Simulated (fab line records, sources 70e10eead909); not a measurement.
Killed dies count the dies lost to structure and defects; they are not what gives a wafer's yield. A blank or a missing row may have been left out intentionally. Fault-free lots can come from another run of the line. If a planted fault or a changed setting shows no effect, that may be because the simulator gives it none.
Chamber matching    flow nand_harc    ald_hk-03 running NHARC_A_CHANNEL_FILL_D2_ALD_02: 4 sister chambers
The step deposits SiO2, target thk 6 nm, pulse time 10 s, ald cycles 60. 4 wafers are shown with their chamber, then 12 later ones without.

WAFERS, EACH WITH ITS CHAMBER
wafer   chamber  heater_power_outer_w (W)
L084.1  3        223
L084.6  1        286
L086.4  0        281
L086.5  2        293

WAFERS WHOSE CHAMBER IS MISSING
wafer   heater_power_outer_w (W)
L090.1  284
L090.2  217
L090.3  274
L094.1  212
L094.3  307
L094.4  294
L093.2  301
L093.4  296
L093.6  300
L097.1  292
L097.2  292
L097.5  274

WHICH CHAMBER EACH WENT THROUGH
wafer   from the rows above           in truth
L090.1  can't be placed: 1 or 0 or 2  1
L090.2  3                             3
L090.3  can't be placed: 0 or 1 or 2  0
L094.1  3                             3
L094.3  can't be placed: 2 or 1 or 0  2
L094.4  can't be placed: 2 or 1 or 0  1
L093.2  can't be placed: 2 or 1 or 0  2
L093.4  can't be placed: 2 or 1 or 0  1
L093.6  can't be placed: 2 or 1 or 0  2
L097.1  can't be placed: 2 or 1 or 0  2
L097.2  can't be placed: 2 or 1 or 0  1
L097.5  can't be placed: 0 or 1 or 2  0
Correct placement for 2 of the 12. Cannot be placed on the basis of these rows: 10; the candidates contain the true chamber in 10. 0 placed wrongly.
How it was worked out, from the rows above alone: a wafer's distance from a chamber is the root of the sum, over the readings, of the square of ((its reading less the chamber's mean) divided by the reading's scatter). The wafer belongs to the nearest chamber; if the next one is less than 2 further off, it can't be placed. A chamber's mean is the mean of its shown wafers. The scatter (one wafer shown for each chamber): square how far every hidden wafer sits from the nearest shown wafer, average those squares and take the square root.
